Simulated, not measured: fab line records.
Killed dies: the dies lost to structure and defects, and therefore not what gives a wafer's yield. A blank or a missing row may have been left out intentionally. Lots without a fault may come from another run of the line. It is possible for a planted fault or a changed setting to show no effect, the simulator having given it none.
Struck lot and sound lot, side by side || flow n5 finfet || 37 out of 1938 route steps
Sound: wafers L367.3, L367.4, L367.5. Struck: wafers L360.1, L360.4 (left out: L360.2, a lot-mate that was not struck); the cause follows at the end.
Each step with rows lists, per side, the tool, then ch with its chambers, then its first start. Under that, the readings that differ: sound wafers || struck wafers || difference of the means || sigmas: that difference in standard deviations of wafers without a fault.
alike: words and numbers the same on both sides, and readings whose means are apart by under 2 such deviations; not compared: readings that were withheld, readings missing a value for some wafer, numbers with overlapping values and no deviation given by the record, and bounds like >300 which may hide the same value.
Wherever a step has rows on one side only, a row that says differs or no value, or a row with sigmas, the two part there. Numbers that don't overlap but have no deviation are shown without sigmas and don't part them. A reading that every wafer of one side lacks parts them only if that side has two wafers or more.

first, 8 steps without rows for these wafers: N5_BEOL_M2_ECD_50 (material Cu, target thk 300 nm); N5_BEOL_M2_ANNEAL_51 (time 90 s); N5_BEOL_M2_CMP_52 (polishes, stops on SiOC, t overpolish 6.8 s, target thk 40 nm); N5_BEOL_M2_PRE_CLEAN_60 (time 15 s); N5_BEOL_M2_CO_CAP_55 (material Co, precursor CCTBA/H2, target thk 2 nm, time 102.1 s); N5_BEOL_M2_PRE_CLEAN_56 (time 15 s); N5_BEOL_M2_DEP_57 (deposits SiCN from 3MS/NH3, target thk 8 nm, time 14 s); N5_BEOL_M3_ILD_DEP_00 (deposits SiOC from DEMS/O2, target thk 79 nm, time 15.3 s).
N5_BEOL_M3_PECVD_72: deposits SiO2 from TEOS/O2, target thk 16 nm, time 18 s.
  sound on pecvd-02 ch 0,1, day 12 23:07; struck on pecvd-03 ch 2, day 10 23:47
{"reading": "susceptor temp C (C)", "sound": "400.19 400.10 400.08", "struck": "399.89 399.46", "difference": -0.45, "sigmas": -2}
{"reading": "throttle valve pct (%)", "sound": "23.8 23.5 23.9", "struck": "20.8 21.2", "difference": -2.7, "sigmas": -2}
{"reading": "model.SiO2_of_BEOL_M3_PECVD_72.thk nm (nm)", "sound": "15.8 16 16.4", "struck": "22.8 22.8", "difference": "+6.7", "sigmas": ""}
  alike: chamber pressure Torr, heater power w, showerhead plenum p Torr
then, 25 steps without rows for these wafers: N5_BEOL_M3_HM_DEP_02 (deposits TiN, target thk 20 nm); N5_BEOL_M3_COAT_61 (time 60 s, resist thk 60 nm); N5_BEOL_M3_COAT_62 (time 60 s, resist thk 12 nm); N5_BEOL_M3_COAT_73 (time 60 s, resist thk 5 nm); N5_BEOL_M3_COAT_05 (resist thk 30 nm); N5_BEOL_M3_EBR_07; N5_BEOL_M3_SOFTBAKE_06 (time 60 s); N5_BEOL_M3_EXPOSE_08 (exposes mask M3); N5_BEOL_M3_PEB_09 (peb time 60 s); N5_BEOL_M3_DEVELOP_10 (develop time 30 s); N5_BEOL_M3_DESCUM_16 (chemistry O2, time 7 s); N5_BEOL_M3_ETCH_74 (etches underlayer in N2/H2, target depth 6.5 nm, time 5.2 s); N5_BEOL_M3_ETCH_63 (etches SiARC in CF4, target depth 15.6 nm, time 26 s); N5_BEOL_M3_ETCH_64 (etches SOC in N2/H2, target depth 75 nm, overetch 15 nm, time 112.5 s); N5_BEOL_M3_STRIP_65 (strips in N2/H2); N5_BEOL_M3_STRIP_75 (strips in N2/H2); N5_BEOL_M3_STRIP_66 (strips in CF4); N5_BEOL_M3_HM_OPEN_17 (chemistry Cl2/BCl3, target TiN, target depth 20 nm, overetch 6 nm); N5_BEOL_M3_STRIP_19 (strips in O2); N5_BEOL_M3_COAT_67 (time 60 s, resist thk 60 nm); N5_BEOL_M3_COAT_68 (time 60 s, resist thk 12 nm); N5_BEOL_M3_COAT_76 (time 60 s, resist thk 5 nm); N5_BEOL_M3_COAT_22 (resist thk 30 nm); N5_BEOL_M3_EBR_24; N5_BEOL_M3_SOFTBAKE_23 (time 60 s).
N5_BEOL_M3_HM_STRIP_39: strips TiN in peroxide tin strip, target depth 25 nm, time 158 s.
  sound on wet bench-05 ch 1,6,7, day 13 05:20; struck on wet bench-02 ch 0,7, day 11 04:45
{"reading": "model.SiO2_of_BEOL_M3_PECVD_72.thk nm (nm)", "sound": "15.6 16 16.2", "struck": "22.6 22.6", "difference": "+6.7", "sigmas": ""}
N5_BEOL_M3_CMP_52: polishes, stops on SiOC, t overpolish 6.8 s, target thk 40 nm.
  sound on cmp-03 ch 0,2,3, day 13 08:47; struck on cmp-01 ch 0,3, day 11 08:33
{"reading": "barrier field endpoint s (s)", "sound": "24.6 25.5 26.1", "struck": "32.2 31.4", "difference": "+6.4", "sigmas": "+9"}
  alike: motor current A
N5_BEOL_M4_RC_MEAS_101:
  sound on prober-02 ch 0, day 13 18:40; struck on prober-01 ch 0, day 11 22:05
  alike: DIBL_N, DIBL_P, IOFF_N, IOFF_P, ION_N, ION_P, SS_N, SS_P, VT_N, VT_P

## WHERE THEY PART
At N5_BEOL_M3_PECVD_72 first; at N5_BEOL_M3_CMP_52 last (within this record only). Later steps at which nothing parts them and some readings are alike: N5_BEOL_M4_RC_MEAS_101.

WHY: what had been put in by the simulator
pecvd-03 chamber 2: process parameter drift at N5_BEOL_M3_PECVD_72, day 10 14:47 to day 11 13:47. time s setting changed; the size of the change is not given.
